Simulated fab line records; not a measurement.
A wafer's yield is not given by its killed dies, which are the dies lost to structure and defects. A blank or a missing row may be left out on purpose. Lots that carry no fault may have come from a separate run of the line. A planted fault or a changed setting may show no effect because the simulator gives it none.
What tool caused it?	flow n5_finfet	Sampling: 24 lots, 72 wafers, 5 of 1938 route steps

WHAT THE GAUGES SHOWED, per wafer
N5_BEOL_M11_CD_MEAS_18: pitch 140 nm, target cd 70 nm. Usual: cd_nm at 69.9 nm, with a standard deviation of 0.56.
lot	measured	on	cd_nm (nm)	flag
L076	day 12 03:39	cd_sem-01	70.5 70.3 70.0	
L078	day 12 15:27	cd_sem-02	70.5 70.4 69.0	
L074	day 12 19:34	cd_sem-02	70.3 69.3 70.2	
L077	day 12 23:22	cd_sem-01	69.9 70.3 69.4	
L079	day 13 03:36	cd_sem-03	69.2 70.0 69.2	
L080	day 13 03:59	cd_sem-02	70.7 69.6 70.0	
L075	day 13 08:27	cd_sem-03	70.1 70.1 70.7	
L081	day 13 20:40	cd_sem-03	70.0 70.3 69.9	
L083	day 14 01:50	cd_sem-02	68.6 69.4 68.4	
L082	day 14 06:27	cd_sem-03	69.8 69.1 70.1	
L086	day 15 04:19	cd_sem-01	70.1 70.2 69.6	
L084	day 15 08:48	cd_sem-03	70.0 70.3 70.4	
L085	day 15 10:19	cd_sem-01	70.2 69.2 70.0	
L087	day 15 13:56	cd_sem-01	69.6 69.2 71.1	
L089	day 16 06:59	cd_sem-02	69.1 69.8 70.0	
L088	day 16 07:02	cd_sem-03	69.1 69.1 69.9	
L091	day 16 07:19	cd_sem-03	69.9 69.9 70.2	
L094	day 16 11:15	cd_sem-03	69.8 69.9 71.6	
L090	day 16 15:32	cd_sem-02	69.9 70.6 70.4	
L092	day 16 22:00	cd_sem-03	69.8 70.0 69.1	
L093	day 17 00:50	cd_sem-02	70.1 69.2 69.5	
L095	day 18 07:29	cd_sem-02	70.4 69.3 69.8	
L096	day 18 08:17	cd_sem-01	70.6 69.9 70.5	
L097	day 19 03:28	cd_sem-01	70.0 70.5 70.3	

N5_BEOL_M11_OCD_MEAS_38. Usual: trench_depth_nm at 149.3 nm, with a standard deviation of 2.6.
lot	measured	on	trench_depth_nm (nm)	flag
L076	day 12 04:38	ocd-02	149.4 146.0 149.0	
L078	day 12 17:54	ocd-01	150.5 149.2 148.3	
L074	day 12 22:22	ocd-01	148.4 147.8 147.1	
L077	day 13 02:15	ocd-01	146.7 149.6 148.2	
L079	day 13 04:47	ocd-01	147.5 149.6 149.0	
L080	day 13 05:13	ocd-01	147.4 147.9 149.8	
L075	day 13 11:44	ocd-01	145.3 147.1 148.1	
L081	day 13 23:22	ocd-01	151.5 150.6 150.4	
L083	day 14 05:33	ocd-02	153.8 152.2 153.4	
L082	day 14 12:53	ocd-01	149.1 146.7 149.4	
L086	day 15 05:56	ocd-01	149.5 155.2 147.5	
L084	day 15 11:01	ocd-01	148.3 143.3 149.4	
L085	day 15 13:44	ocd-02	147.3 150.9 151.7	
L087	day 15 14:56	ocd-02	151.8 150.4 147.8	
L089	day 16 10:09	ocd-01	147.3 147.4 145.3	
L088	day 16 09:44	ocd-02	149.1 148.9 147.3	
L091	day 16 11:16	ocd-01	147.1 149.0 147.2	
L094	day 16 13:16	ocd-01	155.6 153.6 148.3	
L090	day 16 16:40	ocd-01	146.0 154.2 148.9	
L092	day 16 23:16	ocd-01	153.7 152.1 151.0	
L093	day 17 03:58	ocd-02	155.2 147.2 154.7	
L095	day 18 08:37	ocd-02	145.2 146.0 152.3	
L096	day 18 09:21	ocd-02	147.9 147.2 154.4	
L097	day 19 05:21	ocd-01	147.9 146.6 146.9	

N5_BEOL_M11_RS_MEAS_57: the measuring method here is four-point-probe. Usual: M11_RS typically reads 0.150 ohm/sq, with standard deviation 0.0032.
lot	measured	on	M11_RS (ohm/sq)	flag
L076	day 12 07:34	film_metro-02	0.150 0.154 0.152	
L078	day 12 20:31	film_metro-02	0.149 0.149 0.152	
L074	day 13 01:10	film_metro-02	0.150 0.152 0.152	
L077	day 13 05:11	film_metro-01	0.151 0.149 0.150	
L079	day 13 08:08	film_metro-02	0.152 0.150 0.151	
L080	day 13 08:18	film_metro-02	0.154 0.152 0.147	
L075	day 13 14:10	film_metro-01	0.153 0.153 0.148	
L081	day 14 01:46	film_metro-02	0.146 0.149 0.149	
L083	day 14 08:07	film_metro-01	0.145 0.146 0.145	
L082	day 14 16:25	film_metro-02	0.150 0.154 0.150	
L086	day 15 09:30	film_metro-02	0.151 0.144 0.152	
L084	day 15 15:44	film_metro-01	0.150 0.157 0.151	
L085	day 15 19:59	film_metro-02	0.153 0.148 0.148	
L087	day 15 19:43	film_metro-01	0.148 0.148 0.152	
L089	day 16 12:59	film_metro-02	0.154 0.153 0.155	
L088	day 16 12:41	film_metro-01	0.151 0.152 0.151	
L091	day 16 13:34	film_metro-01	0.154 0.150 0.152	
L094	day 16 16:01	film_metro-01	0.143 0.147 0.153	
L090	day 16 20:05	film_metro-01	0.156 0.146 0.150	
L092	day 17 01:47	film_metro-01	0.146 0.146 0.147	
L093	day 17 07:02	film_metro-02	0.144 0.153 0.144	
L095	day 18 11:27	film_metro-02	0.154 0.154 0.146	
L096	day 18 12:26	film_metro-02	0.152 0.152 0.144	
L097	day 19 08:22	film_metro-01	0.151 0.154 0.153	

N5_BEOL_M12_OVL_MEAS_11. Usual: V11_OVL typically reads -3 nm, with standard deviation 6.2.
lot	measured	on	V11_OVL (nm)	flag
L076	day 12 08:05	overlay-02	7 1 6	
L078	day 13 06:34	overlay-02	-7 -5 -5	
L074	day 13 06:43	overlay-02	-19 -9 -18	
L077	day 13 06:45	overlay-01	-4 -12 -8	
L079	day 13 08:39	overlay-01	-8 -11 -10	
L080	day 13 08:50	overlay-01	-14 -12 -10	
L075	day 13 16:04	overlay-02	-7 -4 -13	
L081	day 14 02:17	overlay-02	3 0 -6	
L083	day 14 08:46	overlay-02	-8 -3 -12	
L082	day 14 16:56	overlay-02	-2 -3 -10	
L086	day 15 10:02	overlay-02	0 -2 2	
L084	day 15 16:23	overlay-02	-7 -3 -5	
L085	day 15 20:36	overlay-02	8 -2 6	
L087	day 15 20:22	overlay-01	-4 -2 -9	
L089	day 16 13:38	overlay-01	-3 -5 -3	
L088	day 16 13:20	overlay-02	-3 2 -3	
L091	day 16 14:08	overlay-02	-2 0 -8	
L094	day 16 16:43	overlay-01	1 4 4	
L090	day 16 20:40	overlay-01	2 10 7	
L092	day 17 02:22	overlay-01	3 0 5	
L093	day 17 07:41	overlay-02	-8 -9 -1	
L095	day 18 12:06	overlay-02	-5 1 0	
L096	day 18 12:58	overlay-02	-8 4 -3	
L097	day 19 09:01	overlay-02	-7 1 1	

WHAT TOOL EACH LOT RAN ON (gives the tool, then ch and the chambers of the sampled wafers, and finally the start)
lot	N5_BEOL_M11_DESCUM_33
L076	rie_diel-05 ch 0,1,2, day 12 04:09
L078	rie_diel-05 ch 2,3, day 12 17:24
L074	rie_diel-05 ch 0,2,3, day 12 21:51
L077	rie_diel-04 ch 1,2, day 13 01:45
L079	rie_diel-05 ch 1,3, day 13 04:17
L080	rie_diel-04 ch 1,2,3, day 13 04:44
L075	rie_diel-04 ch 0,2, day 13 11:15
L081	rie_diel-05 ch 2,3, day 13 22:52
L083	rie_diel-01 ch 0,1,2, day 14 05:04
L082	rie_diel-05 ch 0,2,3, day 14 12:24
L086	rie_diel-04 ch 0,2,3, day 15 05:26
L084	rie_diel-05 ch 0,1,2, day 15 10:31
L085	rie_diel-01 ch 2,3, day 15 13:15
L087	rie_diel-01 ch 0,2,3, day 15 14:26
L089	rie_diel-04 ch 0,1,2, day 16 09:39
L088	rie_diel-05 ch 1,2,3, day 16 09:14
L091	rie_diel-04 ch 0,2, day 16 10:46
L094	rie_diel-01 ch 0,1,3, day 16 12:46
L090	rie_diel-01 ch 1,2,3, day 16 16:11
L092	rie_diel-05 ch 0,1,2, day 16 22:47
L093	rie_diel-04 ch 0,3, day 17 03:28
L095	rie_diel-04 ch 1,2,3, day 18 08:07
L096	rie_diel-04 ch 1,2,3, day 18 08:52
L097	rie_diel-04 ch 0,1, day 19 04:51
- N5_BEOL_M11_DESCUM_33: chemistry O2, time 7.9 s.

WHAT THE TOOLS THEMSELVES READ (means of the sampled wafers that have a number; where no wafer has one, the mark that the record gives instead)
N5_BEOL_M11_DESCUM_33. Usual: drypump_motor_current_A 5.6 A, standard deviation 0.44; oes_product_au 0.81 a.u., standard deviation 0.081; rf_vpp_V 242.6 V, standard deviation 1.3; showerhead_plenum_p_Torr 2.07 Torr, standard deviation 0.073; throttle_valve_pct 20.51 %, standard deviation 0.21.
lot	tool	drypump_motor_current_A (A)	oes_product_au (a.u.)	rf_vpp_V (V)	showerhead_plenum_p_Torr (Torr)	throttle_valve_pct (%)	flag
L076	rie_diel-05	5.4	0.77	243.6	2.13	20.73	
L078	rie_diel-05	5.3	0.77	241.6	2.02	20.53	
L074	rie_diel-05	5.1	0.76	242.8	2.07	20.57	
L077	rie_diel-04	5.6	0.80	241.7	2.01	20.46	
L079	rie_diel-05	5.3	0.83	243.4	2.09	20.42	
L080	rie_diel-04	5.7	0.75	241.4	2.03	20.56	
L075	rie_diel-04	5.7	0.91	241.6	2.03	20.26	
L081	rie_diel-05	5.2	0.79	241.5	2.01	20.39	
L083	rie_diel-01	5.8	0.79	244.4	2.14	20.47	
L082	rie_diel-05	5.1	0.74	241.7	2.06	20.57	
L086	rie_diel-04	5.7	0.88	242.0	2.03	20.38	
L084	rie_diel-05	5.4	0.74	242.7	2.13	20.76	
L085	rie_diel-01	5.5	0.82	243.3	2.08	20.34	
L087	rie_diel-01	5.8	0.82	243.4	2.08	20.40	
L089	rie_diel-04	5.7	0.81	242.7	2.01	20.40	
L088	rie_diel-05	5.5	0.78	243.0	2.08	20.59	
L091	rie_diel-04	5.7	0.83	242.2	2.02	20.31	
L094	rie_diel-01	6.2	0.88	242.6	2.10	20.34	
L090	rie_diel-01	5.9	0.86	243.5	2.10	20.31	
L092	rie_diel-05	5.4	0.84	243.5	2.12	20.64	
L093	rie_diel-04	5.8	0.91	242.8	2.05	20.51	
L095	rie_diel-04	5.7	0.80	241.7	2.02	20.51	
L096	rie_diel-04	5.7	0.80	242.3	2.02	20.50	
L097	rie_diel-04	5.7	0.80	242.3	2.02	20.57	

THE ANSWER, worked out from the rows above alone
Rule: a lot counts as off when the mean over its wafers that have a number is more than 3 standard deviations away from the usual mean. A lot without any number at a reading at which 4 lots or more have one is off too. Where the step has rows for the other lots, those lots are counted as sound. Order of review: gauges by route order, followed by the tools' own readings, for which a lot's mean as printed above is used. At the first step where some lot is off, the reading lying furthest off is the one used; lots without a number count as furthest.
None of the lots is off at any reading shown; this tells nothing.

WHAT HAD BEEN PUT IN BY THE SIMULATOR
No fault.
